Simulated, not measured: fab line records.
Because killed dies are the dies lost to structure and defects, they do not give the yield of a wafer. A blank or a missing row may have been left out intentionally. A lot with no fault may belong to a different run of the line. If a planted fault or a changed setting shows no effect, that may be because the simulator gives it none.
3 desks, one fault | flow n5_finfet | every desk sees just its own numbers, and what lay behind them comes last

== THE METROLOGY DESK ==
Lot by lot, what the gauges showed, no matter which tool ran the lot: averages of those sampled wafers that carry a number. Any lot whose mean is over 4 standard deviations away from the usual mean is out of limits and marked OUT; that distance is given in the brackets. Only the readings that lie furthest out on some lot appear, 7 of the 10 it has.
Columns: A = DIBL_N at N5_BEOL_M4_RC_MEAS_101, usual 36.9 mV/V; B = DIBL_P at N5_BEOL_M4_RC_MEAS_101, usual 37.3 mV/V; C = IOFF_P at N5_BEOL_M4_RC_MEAS_101, usual 0.22 nA/um; D = ION_N at N5_BEOL_M4_RC_MEAS_101, usual 673 uA/um; E = ION_P at N5_BEOL_M4_RC_MEAS_101, usual 463 uA/um; F = SS_N at N5_BEOL_M4_RC_MEAS_101, usual 71.6 mV/dec; G = VT_P at N5_BEOL_M4_RC_MEAS_101, usual -250 mV
lot  | first seen here | A    | B    | C    | D   | E   | F    | G
L990 | day 8 13:19     | 36.4 | 38.7 | 0.20 | 670 | 459 | 71.6 | -255
L997 | day 10 01:46    | 37.7 | 37.3 | 0.21 | 664 | 457 | 72.6 | -250
L999 | day 10 09:45    | 37.5 | 37.9 | 0.27 | 671 | 472 | 71.4 | -245
L103 | day 11 14:55    | 37.7 | 37.1 | 0.24 | 683 | 469 | 71.7 | -249
L101 | day 11 16:25    | 37.1 | 36.9 | 0.26 | 672 | 467 | 71.4 | -245
L104 | day 11 21:56    | 35.6 | 36.6 | 0.19 | 667 | 461 | 71.5 | -254
L109 | day 13 16:40    | 34.8 | 34.7 | 0.18 | 668 | 456 | 70.7 | -255
L111 | day 13 19:45    | 38.5 | 38.9 | 0.23 | 668 | 457 | 72.1 | -253
L110 | day 13 20:19    | 36.5 | 38.0 | 0.22 | 671 | 465 | 71.6 | -250
L112 | day 13 23:04    | 37.1 | 36.8 | 0.20 | 662 | 456 | 71.1 | -251
This desk's verdict: no lot among the 10 shows anything out of limits.

== THE TOOL OWNER'S DESK: remote_plasma-01 ==
The tool's own readings at N5_DUMMY_REMOVAL_PRECLEAN_08 (cleans in NF3:NH3, afs cycles 2, time 20 s, sublimation time 60 s): means of the sampled wafers that have a number, for each lot that ran on this tool. Any lot whose mean is over 4 standard deviations away from the usual mean is out of limits and marked OUT; that distance is given in the brackets.
Columns: A = rf_power_w at N5_DUMMY_REMOVAL_PRECLEAN_08, usual 30.02 W; B = temp_c at N5_DUMMY_REMOVAL_PRECLEAN_08, usual 30.00 C
lot  | first seen here | A     | B
L997 | day 5 21:49     | 30.01 | 30.49 (+4.9) OUT
L999 | day 6 12:12     | 30.16 | 30.48 (+4.8) OUT
L111 | day 9 12:26     | 29.97 | 30.01
L112 | day 9 20:53     | 30.00 | 29.98
This desk's finding: out of limits on L997, L999; first on L997, day 5 21:49 (temp_c at N5_DUMMY_REMOVAL_PRECLEAN_08). In limits: L111, L112.

== THE DEFECT DESK ==
Inspection counts along the route, by lot: the mean over sampled wafers that carry a number. Any lot whose mean is over 4 standard deviations away from the usual mean is out of limits and marked OUT; that distance is given in the brackets.
Columns: A = raw_defect_count at N5_SDB_INSPECT_13, usual 74
lot  | first seen here | A
L990 | day 4 02:37     | 60
L997 | day 5 17:22     | 35
L999 | day 6 07:52     | 112
L101 | day 6 23:17     | 55
L103 | day 7 10:05     | 89
L104 | day 7 11:38     | 63
L109 | day 8 16:10     | 60
L110 | day 9 05:13     | 61
L111 | day 9 07:16     | 112
L112 | day 9 16:33     | 62
This desk's verdict: no lot among the 10 shows anything out of limits.

== TAKEN TOGETHER ==
On L997, L999, at day 5 21:49, an alarm was possible from the tool owner's desk.
Metrology desk: nothing out of limits seen.
Nothing out of limits was seen by the defect desk.
The metrology desk has L997, L999 on record, within its limits.
The defect desk has L997, L999 on record, within its limits.
All the named lots went through N5_DUMMY_REMOVAL_PRECLEAN_08 on remote_plasma-01.

== WHAT THE SIMULATOR HAD PUT IN ==
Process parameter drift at N5_DUMMY_REMOVAL_PRECLEAN_08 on remote_plasma-01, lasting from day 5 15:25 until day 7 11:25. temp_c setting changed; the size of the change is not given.
Struck lots among those shown: L997, L999.
How many hours passed from the start of the fault until each desk's first out-of-limits reading: the tool owner's desk, 6.
